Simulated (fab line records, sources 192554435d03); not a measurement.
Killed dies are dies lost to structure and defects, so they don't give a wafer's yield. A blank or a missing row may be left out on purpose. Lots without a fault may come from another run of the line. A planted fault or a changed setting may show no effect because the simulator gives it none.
One fault seen from 2 desks | flow n5_finfet | each desk has only its own numbers; what lay behind them comes last

THE METROLOGY DESK
What the gauges read, lot by lot, whatever tool the lot ran on: means of the sampled wafers that have a number. A lot is out of limits, marked OUT, if its mean lies more than 4 standard deviations from the usual mean; the brackets give that distance. Of its 10 readings 7 are shown: those that lie furthest out on some lot.
Columns: A = DIBL_N at N5_BEOL_M4_RC_MEAS_101, usual 36.4 mV/V; B = DIBL_P at N5_BEOL_M4_RC_MEAS_101, usual 36.2 mV/V; C = IOFF_P at N5_BEOL_M4_RC_MEAS_101, usual 0.21 nA/um; D = ION_N at N5_BEOL_M4_RC_MEAS_101, usual 670 uA/um; E = ION_P at N5_BEOL_M4_RC_MEAS_101, usual 459 uA/um; F = VT_N at N5_BEOL_M4_RC_MEAS_101, usual 250 mV; G = VT_P at N5_BEOL_M4_RC_MEAS_101, usual -250 mV
lot  | first seen here | A    | B    | C    | D   | E   | F   | G
L839 | day 8 20:48     | 36.3 | 37.4 | 0.20 | 668 | 455 | 250 | -252
L845 | day 10 00:43    | 36.8 | 37.6 | 0.26 | 679 | 470 | 246 | -247
L850 | day 11 20:03    | 35.7 | 35.7 | 0.19 | 659 | 455 | 253 | -253
L854 | day 12 21:51    | 36.0 | 35.6 | 0.20 | 656 | 452 | 252 | -253
L857 | day 13 02:19    | 37.1 | 38.9 | 0.26 | 677 | 468 | 247 | -245
L858 | day 13 05:46    | 37.5 | 36.4 | 0.23 | 672 | 458 | 247 | -249
L860 | day 13 23:15    | 37.0 | 37.2 | 0.17 | 666 | 450 | 253 | -258
L862 | day 14 23:20    | 34.2 | 35.3 | 0.23 | 663 | 466 | 251 | -246
This desk's finding: nothing out of limits on any of the 8 lots.

THE TOOL OWNER'S DESK: rie_diel-05
The tool's own readings at N5_BEOL_M0_SAQP_ETCH_88 (etches underlayer in N2/H2, target depth 6.5 nm, time 5.2 s): means of the sampled wafers that have a number, for each lot that ran on this tool. A lot is out of limits, marked OUT, if its mean lies more than 4 standard deviations from the usual mean; the brackets give that distance. Of its 8 readings 7 are shown: the one that was out of limits first, and those that lie furthest out on some lot.
Columns: A = chamber_pressure_mTorr at N5_BEOL_M0_SAQP_ETCH_88, usual 30.00 mTorr; B = drypump_motor_current_A at N5_BEOL_M0_SAQP_ETCH_88, usual 5.6 A; C = etch_rf_on_time_s at N5_BEOL_M0_SAQP_ETCH_88, usual 5.19 s; D = rf_fwd_power_W at N5_BEOL_M0_SAQP_ETCH_88, usual 819.2 W; E = rf_vpp_V at N5_BEOL_M0_SAQP_ETCH_88, usual 524 V; F = showerhead_plenum_p_Torr at N5_BEOL_M0_SAQP_ETCH_88, usual 2.56 Torr; G = throttle_valve_pct at N5_BEOL_M0_SAQP_ETCH_88, usual 17.99 %
lot  | first seen here | A     | B   | C    | D               | E   | F    | G
L850 | day 8 17:16     | 29.96 | 5.6 | 5.12 | 820.3           | 524 | 2.53 | 17.95
L854 | day 9 11:43     | 30.01 | 5.8 | 5.13 | 819.8           | 526 | 2.61 | 17.90
L857 | day 10 10:34    | 30.02 | 5.9 | 5.02 | 885.5 (+29) OUT | 512 | 2.57 | 17.97
L858 | day 10 13:13    | 30.00 | 5.9 | 4.95 | 888.3 (+30) OUT | 513 | 2.57 | 17.98
This desk's finding: out of limits on L857, L858; first on L857, day 10 10:34 (rf_fwd_power_W at N5_BEOL_M0_SAQP_ETCH_88). In limits: L850, L854.

PUT TOGETHER
The tool owner's desk could have raised an alarm at day 10 10:34, on L857, L858.
The metrology desk saw nothing out of limits.
The metrology desk has L857, L858 on record, within its limits.
Of the lots named, all ran N5_BEOL_M0_SAQP_ETCH_88 on rie_diel-05.

WHAT THE SIMULATOR HAD PUT IN
Process parameter drift: rie_diel-05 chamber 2, from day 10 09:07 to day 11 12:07, at N5_BEOL_M0_SAQP_ETCH_88. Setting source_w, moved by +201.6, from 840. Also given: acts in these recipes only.
Lots struck among those shown: L857, L858.
Hours from the fault's start to each desk's first reading out of limits: the tool owner's desk, 1.
